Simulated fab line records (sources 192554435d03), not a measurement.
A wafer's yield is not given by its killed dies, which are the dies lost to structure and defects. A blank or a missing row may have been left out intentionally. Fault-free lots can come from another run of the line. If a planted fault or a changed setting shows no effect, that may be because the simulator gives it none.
A lot that was struck, set against a sound lot -- flow n5-finfet -- 14 out of 1938 route steps
Sound: these wafers, L183.2, L183.4, L183.5. Wafers struck: L191.1, L191.2, L191.5. Last of all comes the cause.
At each step with rows: each side's tool, then ch and its chambers, then its first start. Under that, the readings that differ: sound wafers -- struck wafers -- difference of the means -- sigmas: that difference in standard deviations of wafers without a fault.
alike: readings with means less than 2 such deviations apart, plus words and numbers identical on both sides. not compared: withheld readings, readings lacking a value on some wafer, bounds such as >300 that could conceal the same value, and numbers that have no deviation in the record and whose values overlap.
A row with sigmas, a row that says differs or no value, or rows on one side alone: a step with any of these is where the two part. Numbers that have no deviation but don't overlap get no sigmas and don't part them. Lack of a reading on every wafer of one side parts them only where that side has two or more wafers.

first, 3 steps without rows for these wafers: N5_BEOL_M9_EXPOSE_25 (exposes mask V8); N5_BEOL_M9_PEB_26 (peb time 60 s); N5_BEOL_M9_DEVELOP_27 (develop time 30 s).
N5_BEOL_M9_CD_MEAS_28: the cd target is 70 nm.
  sound on cd-sem-03 ch 0, day 11 18:41; struck on cd-sem-01 ch 0, day 14 04:14
  alike: cd-nm
N5_BEOL_M9_OVL_MEAS_29:
  sound on overlay-01 ch 0, day 11 18:43; struck on overlay-02 ch 0, day 14 04:16
  alike: V8_OVL
N5_BEOL_M9_INSPECT_30: inspects for defects (brightfield).
  struck on defect-inspect-02, day 14 04:19; sound on defect-inspect-01, day 11 18:46
  alike: raw-defect-count
N5_BEOL_M9_DESCUM_33: chemistry O2, time 7 s.
  sound on rie-diel-05 ch 0,1,3, day 11 18:58; struck on rie-diel-05 ch 0,3, day 14 04:42
  alike: drypump-motor-current-A, oes-product-au, rf-fwd-power-W, rf-vpp-V, showerhead-plenum-p-Torr, throttle-valve-pct
  not compared: rf-hours-counter-h
N5_BEOL_M9_ETCH_76: etches underlayer in N2/H2, target depth 6.5 nm, time 5.2 s.
  sound on rie-diel-05 ch 0,1,3, day 11 19:00; struck on rie-diel-05 ch 0,3, day 14 04:44
  alike: drypump-motor-current-A, etch-rf-on-time-s, n2-flow-sccm, oes-product-au, rf-fwd-power-W, rf-vpp-V, showerhead-plenum-p-Torr, throttle-valve-pct
  not compared: rf-hours-counter-h
N5_BEOL_M9_ETCH_65: etches SiARC in CF4, target depth 15.6 nm, time 26 s.
  sound on rie-diel-05 ch 0,1,3, day 11 19:01; struck on rie-diel-05 ch 0,3, day 14 04:45
  alike: drypump-motor-current-A, etch-rf-on-time-s, oes-product-au, rf-fwd-power-W, rf-vpp-V, showerhead-plenum-p-Torr, throttle-valve-pct
  not compared: rf-hours-counter-h
N5_BEOL_M9_ETCH_66: etches SOC in N2/H2, target depth 80 nm, overetch 16 nm, time 120 s.
  sound on rie-diel-05 ch 0,1,3, day 11 19:02; struck on rie-diel-05 ch 0,3, day 14 04:47
  alike: drypump-motor-current-A, n2-flow-sccm, oes-product-au, rf-fwd-power-W, rf-vpp-V, showerhead-plenum-p-Torr, throttle-valve-pct
  not compared: rf-hours-counter-h
then, 2 steps without rows for these wafers: N5_BEOL_M9_STRIP_69 (strips in N2/H2); N5_BEOL_M9_STRIP_77 (strips in N2/H2).
N5_BEOL_M9_VIA_ETCH_34: etches SiCOH lowk in C4F6/O2, target depth 182.4 nm, time 68.4 s.
  sound on rie-diel-05 ch 0,1,3, day 11 19:08; struck on rie-diel-05 ch 0,3, day 14 04:53
reading,sound,struck,difference,sigmas
oes_f_703_au (a.u.),0.88 0.68 0.85,0.61 0.59 0.58,-0.21,-3
rf-fwd-power-W (W),342.4 340.9 341.6,257.2 257.6 259.5,-83.5,-70
rf-vpp-V (V),666 670 683,768 785 787,+107,+11
model.etch.depth-nm (nm),186.5 181.3 181.8,169.2 164.3 164.2,-17.3,
model.SOC_of_BEOL_M9_COAT_63.thk-nm (nm),50.6 50.6 50.8,51.6 51.8 51.8,+1.1,
  alike: drypump-motor-current-A, oes-product-au, showerhead-plenum-p-Torr, throttle-valve-pct
  not compared: rf-hours-counter-h
then, 1 step without rows for these wafers: N5_BEOL_M9_STRIP_73 (strips in C4F6/O2).

WHERE THEY PART
At N5_BEOL_M9_VIA_ETCH_34 and nowhere else, as far as this record goes.

WHY: what had been put in by the simulator
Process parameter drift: rie-diel-05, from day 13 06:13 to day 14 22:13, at N5_BEOL_M9_VIA_ETCH_34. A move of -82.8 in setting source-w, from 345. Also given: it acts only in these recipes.
